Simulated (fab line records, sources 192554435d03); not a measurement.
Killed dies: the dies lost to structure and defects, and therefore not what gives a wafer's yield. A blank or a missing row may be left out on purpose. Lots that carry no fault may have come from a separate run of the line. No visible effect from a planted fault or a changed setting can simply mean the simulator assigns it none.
Split-lot experiment :: flow n5-finfet :: on a route of 1938 steps: 7 lots, 21 wafers read

== SPLIT DETAILS ==
At N5_BEOL_M7_ETCH_66 (etches SOC in N2/H2, target depth 80 nm, overetch 16 nm, time 120 s), the setting time-s was moved away from the recipe's 120 s on 7 of the 21 wafers read, by -8.5% to +15.8%. All remaining wafers had this setting at the recipe value.

The reading comes from the split's own step.

== THE READING ==
SiARC_of_BEOL_M7_COAT_64.thk-nm (the simulator's own value, which no gauge read), in nm, at N5_BEOL_M7_ETCH_66 (etches SOC in N2/H2, target depth 80 nm, overetch 16 nm, time 120 s). The file gives no usual value for it. Here, 14 wafers ran the recipe; their average is 6.4 nm with a standard deviation of 0.13 nm.

wafer: L074.1
tool, chamber at the split: rie-diel-03, 1
time-s as run, s: 139
against the recipe: +15.8%
SiARC_of_BEOL_M7_COAT_64.thk-nm, nm: 5
against lot-mates on the recipe: -1.5

wafer: L074.2
tool, chamber at the split: rie-diel-03, 3
time-s as run, s: 120
against the recipe: recipe
SiARC_of_BEOL_M7_COAT_64.thk-nm, nm: 6.6
against lot-mates on the recipe: -

wafer: L074.4
tool, chamber at the split: rie-diel-03, 2
time-s as run, s: 120
against the recipe: recipe
SiARC_of_BEOL_M7_COAT_64.thk-nm, nm: 6.4
against lot-mates on the recipe: -

wafer: L077.1
tool, chamber at the split: rie-diel-01, 3
time-s as run, s: 120
against the recipe: recipe
SiARC_of_BEOL_M7_COAT_64.thk-nm, nm: 6.2
against lot-mates on the recipe: -

wafer: L077.5
tool, chamber at the split: rie-diel-01, 3
time-s as run, s: 120
against the recipe: recipe
SiARC_of_BEOL_M7_COAT_64.thk-nm, nm: 6.2
against lot-mates on the recipe: -

wafer: L077.6
tool, chamber at the split: rie-diel-01, 0
time-s as run, s: 109.8
against the recipe: -8.5%
SiARC_of_BEOL_M7_COAT_64.thk-nm, nm: 6.8
against lot-mates on the recipe: +0.6

wafer: L079.1
tool, chamber at the split: rie-diel-01, 2
time-s as run, s: 133.3
against the recipe: +11.1%
SiARC_of_BEOL_M7_COAT_64.thk-nm, nm: 5.8
against lot-mates on the recipe: -0.6

wafer: L079.2
tool, chamber at the split: rie-diel-01, 0
time-s as run, s: 120
against the recipe: recipe
SiARC_of_BEOL_M7_COAT_64.thk-nm, nm: 6.4
against lot-mates on the recipe: -

wafer: L079.3
tool, chamber at the split: rie-diel-01, 1
time-s as run, s: 133.3
against the recipe: +11.1%
SiARC_of_BEOL_M7_COAT_64.thk-nm, nm: 5.8
against lot-mates on the recipe: -0.6

wafer: L080.1
tool, chamber at the split: rie-diel-01, 1
time-s as run, s: 120
against the recipe: recipe
SiARC_of_BEOL_M7_COAT_64.thk-nm, nm: 6.4
against lot-mates on the recipe: -

wafer: L080.6
tool, chamber at the split: rie-diel-01, 1
time-s as run, s: 120
against the recipe: recipe
SiARC_of_BEOL_M7_COAT_64.thk-nm, nm: 6.4
against lot-mates on the recipe: -

wafer: L080.4
tool, chamber at the split: rie-diel-01, 3
time-s as run, s: 120
against the recipe: recipe
SiARC_of_BEOL_M7_COAT_64.thk-nm, nm: 6.2
against lot-mates on the recipe: -

wafer: L084.2
tool, chamber at the split: rie-diel-01, 2
time-s as run, s: 133.1
against the recipe: +10.9%
SiARC_of_BEOL_M7_COAT_64.thk-nm, nm: 5.8
against lot-mates on the recipe: -0.6

wafer: L084.3
tool, chamber at the split: rie-diel-01, 0
time-s as run, s: 133.1
against the recipe: +10.9%
SiARC_of_BEOL_M7_COAT_64.thk-nm, nm: 6
against lot-mates on the recipe: -0.4

wafer: L084.6
tool, chamber at the split: rie-diel-01, 2
time-s as run, s: 120
against the recipe: recipe
SiARC_of_BEOL_M7_COAT_64.thk-nm, nm: 6.4
against lot-mates on the recipe: -

wafer: L092.1
tool, chamber at the split: rie-diel-02, 2
time-s as run, s: 120
against the recipe: recipe
SiARC_of_BEOL_M7_COAT_64.thk-nm, nm: 6.4
against lot-mates on the recipe: -

wafer: L092.2
tool, chamber at the split: rie-diel-02, 0
time-s as run, s: 120
against the recipe: recipe
SiARC_of_BEOL_M7_COAT_64.thk-nm, nm: 6.4
against lot-mates on the recipe: -

wafer: L092.3
tool, chamber at the split: rie-diel-02, 1
time-s as run, s: 120
against the recipe: recipe
SiARC_of_BEOL_M7_COAT_64.thk-nm, nm: 6.6
against lot-mates on the recipe: -

wafer: L090.2
tool, chamber at the split: rie-diel-02, 3
time-s as run, s: 120
against the recipe: recipe
SiARC_of_BEOL_M7_COAT_64.thk-nm, nm: 6.2
against lot-mates on the recipe: -

wafer: L090.4
tool, chamber at the split: rie-diel-02, 2
time-s as run, s: 120
against the recipe: recipe
SiARC_of_BEOL_M7_COAT_64.thk-nm, nm: 6.4
against lot-mates on the recipe: -

wafer: L090.5
tool, chamber at the split: rie-diel-02, 2
time-s as run, s: 136.9
against the recipe: +14.1%
SiARC_of_BEOL_M7_COAT_64.thk-nm, nm: 5.6
against lot-mates on the recipe: -0.7

FIT RESULTS
A straight line over all 21 wafers: SiARC_of_BEOL_M7_COAT_64.thk-nm changes by -0.0591 nm for each +1% of time-s; r = -0.92; the points scatter about the line by 0.17 nm.
The same after taking each lot's own level away (the mean of its wafers on the recipe; 21 wafers): -0.0637 nm for each +1%; r = -0.93; scatter 0.16 nm.
The reading moves by 1 nm for the largest change in time-s, on that fit.
Measured against the standard deviation above, the lots' own levels, which go from 6.20 to 6.50 nm, span 2.3 times it.
Consequently the slope shifts little with the lot-to-lot level, the two slopes agreeing.
Check: for one of the wafers moved furthest among these (+15.8%), held out of the fit, the line's prediction against its lot-mates is -0.823 nm. It came out at -1.5 nm against them.

== OTHER SPLITS APPLIED TO THESE WAFERS ==
Before the reading, these wafers also passed through other splits. Each is held against what the fit with the lots' levels taken away leaves over:
other split on the same wafers: N5_BEOL_M5_TRENCH_ETCH_37 bias-w
wafers away from the commonest value: 8
r with SiARC_of_BEOL_M7_COAT_64.thk-nm (lot level and that fit taken away): +0.31

other split on the same wafers: N5_BEOL_M5_ETCH_41 source-w
wafers away from the commonest value: 4
r with SiARC_of_BEOL_M7_COAT_64.thk-nm (lot level and that fit taken away): -0.13

other split on the same wafers: N5_BEOL_M6_DESCUM_33 time-s
wafers away from the commonest value: 10
r with SiARC_of_BEOL_M7_COAT_64.thk-nm (lot level and that fit taken away): +0.26

other split on the same wafers: N5_BEOL_M7_EXPOSE_25 dose-mj
wafers away from the commonest value: 5
r with SiARC_of_BEOL_M7_COAT_64.thk-nm (lot level and that fit taken away): +0.04

== FILE'S OWN FIT ==
SiARC_of_BEOL_M7_COAT_64.thk-nm changes by -0.0666 nm for each +1% of time-s, r = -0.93.
